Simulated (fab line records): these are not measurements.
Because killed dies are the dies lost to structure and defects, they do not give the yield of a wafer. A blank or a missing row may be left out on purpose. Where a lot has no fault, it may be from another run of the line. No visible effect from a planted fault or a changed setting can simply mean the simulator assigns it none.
Which tool is to blame? | flow n5 finfet | 12 lots with 36 wafers sampled at 3 steps, on a route of 1938 steps

== WHAT THE GAUGES READ, wafer by wafer ==
N5_BEOL_M13_OCD_MEAS_35. Usual: trench depth nm reads 415 nm (standard deviation 5.5).
lot  | measured     | on     | trench depth nm (nm) | flag
L853 | day 10 22:09 | ocd-01 | 412 410 413          |
L854 | day 11 14:37 | ocd-01 | 413 411 408          |
L855 | day 11 21:10 | ocd-01 | 411 416 405          |
L856 | day 11 23:27 | ocd-02 | 416 413 419          |
L861 | day 13 12:47 | ocd-01 | 412 421 416          |
L858 | day 14 16:13 | ocd-01 | 421 413 422          |
L867 | day 15 21:23 | ocd-01 | 408 409 411          |
L868 | day 15 21:58 | ocd-01 | 416 418 415          |
L870 | day 16 12:41 | ocd-02 | 423 417 422          |
L873 | day 17 14:57 | ocd-02 | 423 429 424          |
L874 | day 17 17:34 | ocd-02 | 413 422 423          |
L876 | day 17 19:28 | ocd-02 | 414 417 423          |

N5_BEOL_M13_RS_MEAS_54: uses a four-point probe to measure. Usual: M13_RS gives 0.0447 ohm/sq (standard deviation 0.00062).
lot  | measured     | on            | M13_RS (ohm/sq)      | flag
L853 | day 11 02:26 | film metro-01 | 0.0450 0.0452 0.0450 |
L854 | day 11 20:53 | film metro-01 | 0.0451 0.0452 0.0457 |
L855 | day 12 01:00 | film metro-02 | 0.0451 0.0446 0.0457 |
L856 | day 12 03:17 | film metro-01 | 0.0447 0.0447 0.0442 |
L861 | day 13 17:16 | film metro-02 | 0.0447 0.0438 0.0446 |
L858 | day 14 22:40 | film metro-01 | 0.0442 0.0452 0.0440 |
L867 | day 16 01:21 | film metro-02 | 0.0455 0.0454 0.0452 |
L868 | day 16 10:43 | film metro-01 | 0.0448 0.0446 0.0448 |
L870 | day 16 15:20 | film metro-02 | 0.0441 0.0446 0.0443 |
L873 | day 17 17:38 | film metro-02 | 0.0440 0.0432 0.0439 |
L874 | day 17 20:13 | film metro-01 | 0.0450 0.0439 0.0438 |
L876 | day 17 21:55 | film metro-01 | 0.0449 0.0443 0.0437 |

== WHICH TOOL RAN EACH LOT (tool, then ch and the chambers of the sampled wafers, then the start) ==
lot  | N5_BEOL_M13_DEP_53
L853 | pecvd-03 ch 1,2, day 11 02:22
L854 | pecvd-02 ch 1,2, day 11 20:49
L855 | pecvd-02 ch 0,1,2, day 12 00:56
L856 | pecvd-02 ch 1,2, day 12 03:13
L861 | pecvd-04 ch 0,1,2, day 13 17:13
L858 | pecvd-04 ch 0,1, day 14 22:35
L867 | pecvd-04 ch 0,2, day 16 01:17
L868 | pecvd-02 ch 0,1,2, day 16 10:38
L870 | pecvd-04 ch 1,2, day 16 15:16
L873 | pecvd-02 ch 0,2, day 17 17:34
L874 | pecvd-04 ch 0,1,2, day 17 20:09
L876 | pecvd-04 ch 0,2, day 17 21:50
- N5_BEOL_M13_DEP_53: deposits SiCN from 3MS/NH3, target thk 50 nm, time 17.8 s.

== WHAT THE TOOLS THEMSELVES READ (means of the sampled wafers that have a number; where no wafer has one, the mark that the record gives instead) ==
N5_BEOL_M13_DEP_53. Usual: showerhead plenum p Torr 4.167 Torr, standard deviation 0.026; throttle valve pct 17.6 %, standard deviation 0.82.
lot  | tool     | showerhead plenum p Torr (Torr) | throttle valve pct (%) | flag
L853 | pecvd-03 | 4.145                           | 17.3                   |
L854 | pecvd-02 | 4.162                           | 16.8                   |
L855 | pecvd-02 | 4.159                           | 17.7                   |
L856 | pecvd-02 | 4.162                           | 16.9                   |
L861 | pecvd-04 | 4.179                           | 17.5                   |
L858 | pecvd-04 | 4.189                           | 17.6                   |
L867 | pecvd-04 | 4.177                           | 17.1                   |
L868 | pecvd-02 | 4.159                           | 17.8                   |
L870 | pecvd-04 | 4.168                           | 17.6                   |
L873 | pecvd-02 | 4.163                           | 18.2                   |
L874 | pecvd-04 | 4.178                           | 17.6                   |
L876 | pecvd-04 | 4.178                           | 17.2                   |

== THE ANSWER, worked out from the rows above alone ==
Rule: a lot is off if the mean of its wafers that have a number lies more than 3 standard deviations from the usual mean. A lot without any number at a reading at which 4 lots or more have one is off too. The other lots that the step has rows for count as sound. After the gauges, taken in route order, come the tools' own readings; for these a lot's mean is taken, as printed above. The first step at which some lot is off is used, and at that step the reading that is off furthest; a lot without a number counts as furthest.
None of the lots is off at any reading shown; this tells nothing.

== WHAT WAS PUT IN BY THE SIMULATOR ==
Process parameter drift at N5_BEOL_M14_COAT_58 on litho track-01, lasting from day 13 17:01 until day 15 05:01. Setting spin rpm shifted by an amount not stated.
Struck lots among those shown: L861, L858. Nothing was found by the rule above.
